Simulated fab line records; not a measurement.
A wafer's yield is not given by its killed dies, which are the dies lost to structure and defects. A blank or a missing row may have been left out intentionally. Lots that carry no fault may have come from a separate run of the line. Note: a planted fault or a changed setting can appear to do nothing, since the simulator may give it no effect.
Which tool is to blame? || flow nandHarc || 11 lots with 33 wafers sampled at 5 steps, on a route of 1302 steps

## WHAT THE GAUGES SHOWED, per wafer
Not one reading of a measure or inspect step in the record can be checked against a usual standard deviation.

## TOOL THAT RAN EACH LOT (tool first, then ch and the chambers of the sampled wafers, then the start)
{"lot": "L346", "NHARC_P_M0_CMP_23": "cmp-01 ch 0,2, day 6 08:36", "NHARC_P_M1_STRIP_18": "rieDiel-05 ch 0,1,3, day 6 10:55", "NHARC_P_M1_PVD_21": "pvdSputter-01, day 6 12:01 or earlier", "NHARC_P_M1_ECD_22": "ecdCu-01 ch 0,1, day 6 12:01", "NHARC_P_M1_CMP_23": "cmp-03 ch 1,2,3, day 6 12:40"}
{"lot": "L347", "NHARC_P_M0_CMP_23": "cmp-04 ch 1,2,3, day 6 11:53", "NHARC_P_M1_STRIP_18": "rieDiel-05 ch 1,2,3, day 6 14:08", "NHARC_P_M1_PVD_21": "pvdSputter-01, day 6 15:08 or earlier", "NHARC_P_M1_ECD_22": "ecdCu-01 ch 0,1, day 6 15:08", "NHARC_P_M1_CMP_23": "cmp-03 ch 0,1,3, day 6 15:52"}
{"lot": "L349", "NHARC_P_M0_CMP_23": "cmp-04 ch 0,2,3, day 7 13:14", "NHARC_P_M1_STRIP_18": "rieDiel-05 ch 1,3, day 7 15:58", "NHARC_P_M1_PVD_21": "pvdSputter-02, day 7 16:56 or earlier", "NHARC_P_M1_ECD_22": "ecdCu-02 ch 0,1, day 7 16:56", "NHARC_P_M1_CMP_23": "cmp-01 ch 0,2, day 7 17:40"}
{"lot": "L351", "NHARC_P_M0_CMP_23": "cmp-01 ch 0,1,2, day 8 08:12", "NHARC_P_M1_STRIP_18": "rieDiel-02 ch 0,2,3, day 8 10:43", "NHARC_P_M1_PVD_21": "pvdSputter-03, day 8 11:40 or earlier", "NHARC_P_M1_ECD_22": "ecdCu-02 ch 0,1, day 8 11:40", "NHARC_P_M1_CMP_23": "cmp-03 ch 0,3, day 8 12:27"}
{"lot": "L354", "NHARC_P_M0_CMP_23": "cmp-02 ch 1,2, day 9 12:59", "NHARC_P_M1_STRIP_18": "rieDiel-13 ch 0,2,3, day 9 15:31", "NHARC_P_M1_PVD_21": "pvdSputter-01, day 9 16:29 or earlier", "NHARC_P_M1_ECD_22": "ecdCu-01 ch 0,1, day 9 16:29", "NHARC_P_M1_CMP_23": "cmp-01 ch 0,2,3, day 9 17:14"}
{"lot": "L359", "NHARC_P_M0_CMP_23": "cmp-01 ch 1,3, day 12 07:30", "NHARC_P_M1_STRIP_18": "rieDiel-13 ch 0,1, day 12 09:59", "NHARC_P_M1_PVD_21": "pvdSputter-02, day 12 10:57 or earlier", "NHARC_P_M1_ECD_22": "ecdCu-02 ch 0,1, day 12 10:57", "NHARC_P_M1_CMP_23": "cmp-04 ch 1,3, day 12 11:41"}
{"lot": "L362", "NHARC_P_M0_CMP_23": "cmp-04 ch 0,2,3, day 13 00:56", "NHARC_P_M1_STRIP_18": "rieDiel-05 ch 1,2,3, day 13 03:22", "NHARC_P_M1_PVD_21": "pvdSputter-03, day 13 04:25 or earlier", "NHARC_P_M1_ECD_22": "ecdCu-01 ch 0,1, day 13 04:25", "NHARC_P_M1_CMP_23": "cmp-01 ch 0,1,2, day 13 05:05"}
{"lot": "L364", "NHARC_P_M0_CMP_23": "cmp-01 ch 0,3, day 13 14:38", "NHARC_P_M1_STRIP_18": "rieDiel-05 ch 0,1,3, day 13 17:05", "NHARC_P_M1_PVD_21": "pvdSputter-01, day 13 18:08 or earlier", "NHARC_P_M1_ECD_22": "ecdCu-01 ch 0, day 13 18:08", "NHARC_P_M1_CMP_23": "cmp-01 ch 1,3, day 13 18:49"}
{"lot": "L365", "NHARC_P_M0_CMP_23": "cmp-02 ch 1,2,3, day 14 06:05", "NHARC_P_M1_STRIP_18": "rieDiel-05 ch 2,3, day 14 08:28", "NHARC_P_M1_PVD_21": "pvdSputter-02, day 14 09:28 or earlier", "NHARC_P_M1_ECD_22": "ecdCu-01 ch 0,1, day 14 09:28", "NHARC_P_M1_CMP_23": "cmp-01 ch 0,1,2, day 14 10:12"}
{"lot": "L369", "NHARC_P_M0_CMP_23": "cmp-04 ch 1,3, day 15 13:40", "NHARC_P_M1_STRIP_18": "rieDiel-05 ch 0,1, day 15 16:14", "NHARC_P_M1_PVD_21": "pvdSputter-01, day 15 17:18 or earlier", "NHARC_P_M1_ECD_22": "ecdCu-01 ch 0,1, day 15 17:18", "NHARC_P_M1_CMP_23": "cmp-01 ch 1,3, day 15 18:00"}
{"lot": "L368", "NHARC_P_M0_CMP_23": "cmp-04 ch 0,2,3, day 15 14:46", "NHARC_P_M1_STRIP_18": "rieDiel-05 ch 2,3, day 15 17:18", "NHARC_P_M1_PVD_21": "pvdSputter-02, day 15 18:19 or earlier", "NHARC_P_M1_ECD_22": "ecdCu-01 ch 0,1, day 15 18:19", "NHARC_P_M1_CMP_23": "cmp-03 ch 0,1,3, day 15 19:08"}
- NHARC_P_M0_CMP_23: polishes, t overpolish 20 s, target thk 117.54 nm.
- NHARC_P_M1_STRIP_18: strips in N2/H2.
- NHARC_P_M1_PVD_21: deposits Cu, target thk 30 nm, time 20.49 s.
- NHARC_P_M1_ECD_22: material Cu, target thk 400 nm.
- NHARC_P_M1_CMP_23: polishes, t overpolish 20 s, target thk 157.82 nm.

## WHAT THE TOOLS THEMSELVES READ (means of the sampled wafers that have a number; where no wafer has one, the mark that the record gives instead)
NHARC_P_M0_CMP_23. Usual: motorCurrentA 12.1 A, standard deviation 1.3; retainingRingPressureFrac 1.000, standard deviation 0.005; timeToEndpointS 29.5 s, standard deviation 2.2.
{"lot": "L346", "tool": "cmp-01", "motorCurrentA (A)": 11.8, "retainingRingPressureFrac": 1.001, "timeToEndpointS (s)": 29.6, "flag": ""}
{"lot": "L347", "tool": "cmp-04", "motorCurrentA (A)": 11.9, "retainingRingPressureFrac": 0.998, "timeToEndpointS (s)": 28.9, "flag": ""}
{"lot": "L349", "tool": "cmp-04", "motorCurrentA (A)": 11.1, "retainingRingPressureFrac": 0.999, "timeToEndpointS (s)": 31.1, "flag": ""}
{"lot": "L351", "tool": "cmp-01", "motorCurrentA (A)": 11.9, "retainingRingPressureFrac": 1.005, "timeToEndpointS (s)": 26.5, "flag": ""}
{"lot": "L354", "tool": "cmp-02", "motorCurrentA (A)": 13.2, "retainingRingPressureFrac": 1.006, "timeToEndpointS (s)": 31.4, "flag": ""}
{"lot": "L359", "tool": "cmp-01", "motorCurrentA (A)": 12.3, "retainingRingPressureFrac": 0.996, "timeToEndpointS (s)": 29.2, "flag": ""}
{"lot": "L362", "tool": "cmp-04", "motorCurrentA (A)": 11.0, "retainingRingPressureFrac": 1.000, "timeToEndpointS (s)": 30.5, "flag": ""}
{"lot": "L364", "tool": "cmp-01", "motorCurrentA (A)": 12.7, "retainingRingPressureFrac": 1.000, "timeToEndpointS (s)": 29.3, "flag": ""}
{"lot": "L365", "tool": "cmp-02", "motorCurrentA (A)": 13.3, "retainingRingPressureFrac": 1.005, "timeToEndpointS (s)": 28.3, "flag": ""}
{"lot": "L369", "tool": "cmp-04", "motorCurrentA (A)": 11.7, "retainingRingPressureFrac": 0.999, "timeToEndpointS (s)": 28.6, "flag": ""}
{"lot": "L368", "tool": "cmp-04", "motorCurrentA (A)": 11.2, "retainingRingPressureFrac": 1.001, "timeToEndpointS (s)": 27.8, "flag": ""}

NHARC_P_M1_STRIP_18. Usual: drypumpMotorCurrentA 5.7 A, standard deviation 0.31; h2FlowSccm 150.1 sccm, standard deviation 0.46; oesProductAu 1.000 a.u., standard deviation 0.0076; rfVppV 90.4 V, standard deviation 1.1; showerheadPlenumPTorr 1.99 Torr, standard deviation 0.11; throttleValvePct 14.170 %, standard deviation 0.0091.
{"lot": "L346", "tool": "rieDiel-05", "drypumpMotorCurrentA (A)": 5.8, "h2FlowSccm (sccm)": 150.0, "oesProductAu (a.u.)": 1.008, "rfVppV (V)": 90.4, "showerheadPlenumPTorr (Torr)": 2.02, "throttleValvePct (%)": 14.162, "flag": ""}
{"lot": "L347", "tool": "rieDiel-05", "drypumpMotorCurrentA (A)": 5.9, "h2FlowSccm (sccm)": 150.3, "oesProductAu (a.u.)": 1.011, "rfVppV (V)": 91.1, "showerheadPlenumPTorr (Torr)": 2.03, "throttleValvePct (%)": 14.163, "flag": ""}
{"lot": "L349", "tool": "rieDiel-05", "drypumpMotorCurrentA (A)": 5.9, "h2FlowSccm (sccm)": 149.9, "oesProductAu (a.u.)": 1.005, "rfVppV (V)": 91.2, "showerheadPlenumPTorr (Torr)": 2.03, "throttleValvePct (%)": 14.172, "flag": ""}
{"lot": "L351", "tool": "rieDiel-02", "drypumpMotorCurrentA (A)": 5.2, "h2FlowSccm (sccm)": 149.9, "oesProductAu (a.u.)": 1.004, "rfVppV (V)": 90.7, "showerheadPlenumPTorr (Torr)": 1.96, "throttleValvePct (%)": 14.176, "flag": ""}
{"lot": "L354", "tool": "rieDiel-13", "drypumpMotorCurrentA (A)": 5.8, "h2FlowSccm (sccm)": 150.1, "oesProductAu (a.u.)": 0.993, "rfVppV (V)": 89.9, "showerheadPlenumPTorr (Torr)": 2.00, "throttleValvePct (%)": 14.170, "flag": ""}
{"lot": "L359", "tool": "rieDiel-13", "drypumpMotorCurrentA (A)": 5.9, "h2FlowSccm (sccm)": 150.0, "oesProductAu (a.u.)": 1.001, "rfVppV (V)": 90.4, "showerheadPlenumPTorr (Torr)": 1.96, "throttleValvePct (%)": 14.164, "flag": ""}
{"lot": "L362", "tool": "rieDiel-05", "drypumpMotorCurrentA (A)": 5.9, "h2FlowSccm (sccm)": 150.1, "oesProductAu (a.u.)": 1.005, "rfVppV (V)": 90.9, "showerheadPlenumPTorr (Torr)": 2.02, "throttleValvePct (%)": 14.173, "flag": ""}
{"lot": "L364", "tool": "rieDiel-05", "drypumpMotorCurrentA (A)": 5.8, "h2FlowSccm (sccm)": 150.0, "oesProductAu (a.u.)": 1.002, "rfVppV (V)": 90.4, "showerheadPlenumPTorr (Torr)": 2.02, "throttleValvePct (%)": 14.180, "flag": ""}
{"lot": "L365", "tool": "rieDiel-05", "drypumpMotorCurrentA (A)": 5.9, "h2FlowSccm (sccm)": 150.3, "oesProductAu (a.u.)": 1.000, "rfVppV (V)": 89.7, "showerheadPlenumPTorr (Torr)": 2.01, "throttleValvePct (%)": 14.173, "flag": ""}
{"lot": "L369", "tool": "rieDiel-05", "drypumpMotorCurrentA (A)": 5.9, "h2FlowSccm (sccm)": 150.9, "oesProductAu (a.u.)": 1.004, "rfVppV (V)": 89.8, "showerheadPlenumPTorr (Torr)": 1.93, "throttleValvePct (%)": 14.174, "flag": ""}
{"lot": "L368", "tool": "rieDiel-05", "drypumpMotorCurrentA (A)": 5.8, "h2FlowSccm (sccm)": 150.5, "oesProductAu (a.u.)": 0.999, "rfVppV (V)": 91.1, "showerheadPlenumPTorr (Torr)": 2.10, "throttleValvePct (%)": 14.175, "flag": ""}

NHARC_P_M1_PVD_21. Usual: substrateTempC 30.01 C, standard deviation 0.11; throttleValvePct 30.3 %, standard deviation 1.
{"lot": "L346", "tool": "pvdSputter-01", "substrateTempC (C)": 29.97, "throttleValvePct (%)": 30.6, "flag": ""}
{"lot": "L347", "tool": "pvdSputter-01", "substrateTempC (C)": 29.99, "throttleValvePct (%)": 30.9, "flag": ""}
{"lot": "L349", "tool": "pvdSputter-02", "substrateTempC (C)": 30.05, "throttleValvePct (%)": 29.8, "flag": ""}
{"lot": "L351", "tool": "pvdSputter-03", "substrateTempC (C)": 30.08, "throttleValvePct (%)": 30.6, "flag": ""}
{"lot": "L354", "tool": "pvdSputter-01", "substrateTempC (C)": 30.11, "throttleValvePct (%)": 31.1, "flag": ""}
{"lot": "L359", "tool": "pvdSputter-02", "substrateTempC (C)": 30.06, "throttleValvePct (%)": 29.8, "flag": ""}
{"lot": "L362", "tool": "pvdSputter-03", "substrateTempC (C)": 30.00, "throttleValvePct (%)": 29.5, "flag": ""}
{"lot": "L364", "tool": "pvdSputter-01", "substrateTempC (C)": 30.10, "throttleValvePct (%)": 30.2, "flag": ""}
{"lot": "L365", "tool": "pvdSputter-02", "substrateTempC (C)": 29.89, "throttleValvePct (%)": 30.4, "flag": ""}
{"lot": "L369", "tool": "pvdSputter-01", "substrateTempC (C)": 30.06, "throttleValvePct (%)": 30.9, "flag": ""}
{"lot": "L368", "tool": "pvdSputter-02", "substrateTempC (C)": 30.05, "throttleValvePct (%)": 30.4, "flag": ""}

NHARC_P_M1_CMP_23. Usual: motorCurrentA 12.2 A, standard deviation 1.4; retainingRingPressureFrac 0.999, standard deviation 0.0049; timeToEndpointS 29.0 s, standard deviation 2.
{"lot": "L346", "tool": "cmp-03", "motorCurrentA (A)": 13.5, "retainingRingPressureFrac": 1.005, "timeToEndpointS (s)": 30.0, "flag": ""}
{"lot": "L347", "tool": "cmp-03", "motorCurrentA (A)": 13.7, "retainingRingPressureFrac": 0.998, "timeToEndpointS (s)": 31.0, "flag": ""}
{"lot": "L349", "tool": "cmp-01", "motorCurrentA (A)": 11.4, "retainingRingPressureFrac": 1.004, "timeToEndpointS (s)": 27.5, "flag": ""}
{"lot": "L351", "tool": "cmp-03", "motorCurrentA (A)": 13.5, "retainingRingPressureFrac": 1.002, "timeToEndpointS (s)": 29.5, "flag": ""}
{"lot": "L354", "tool": "cmp-01", "motorCurrentA (A)": 11.9, "retainingRingPressureFrac": 0.997, "timeToEndpointS (s)": 30.6, "flag": ""}
{"lot": "L359", "tool": "cmp-04", "motorCurrentA (A)": 10.7, "retainingRingPressureFrac": 0.999, "timeToEndpointS (s)": 28.7, "flag": ""}
{"lot": "L362", "tool": "cmp-01", "motorCurrentA (A)": 11.7, "retainingRingPressureFrac": 1.000, "timeToEndpointS (s)": 32.9, "flag": ""}
{"lot": "L364", "tool": "cmp-01", "motorCurrentA (A)": 12.2, "retainingRingPressureFrac": 0.995, "timeToEndpointS (s)": 27.2, "flag": ""}
{"lot": "L365", "tool": "cmp-01", "motorCurrentA (A)": 12.0, "retainingRingPressureFrac": 1.003, "timeToEndpointS (s)": 29.2, "flag": ""}
{"lot": "L369", "tool": "cmp-01", "motorCurrentA (A)": 12.4, "retainingRingPressureFrac": 0.995, "timeToEndpointS (s)": 29.7, "flag": ""}
{"lot": "L368", "tool": "cmp-03", "motorCurrentA (A)": 13.4, "retainingRingPressureFrac": 0.996, "timeToEndpointS (s)": 28.6, "flag": ""}

## THE ANSWER, worked out from the rows above alone
Rule: lot off if the mean of its wafers having a number is beyond 3 standard deviations from the usual mean. A lot without any number at a reading at which 4 lots or more have one is off too. The other lots that the step has rows for count as sound. The gauges are gone through in route order, then the tools' own readings, and for those a lot's mean is taken as printed above. At the first step where some lot is off, the reading lying furthest off is the one used; lots without a number count as furthest.
No lot is off on any of the readings shown, so nothing can be concluded from this.

## WHAT WAS PUT IN BY THE SIMULATOR
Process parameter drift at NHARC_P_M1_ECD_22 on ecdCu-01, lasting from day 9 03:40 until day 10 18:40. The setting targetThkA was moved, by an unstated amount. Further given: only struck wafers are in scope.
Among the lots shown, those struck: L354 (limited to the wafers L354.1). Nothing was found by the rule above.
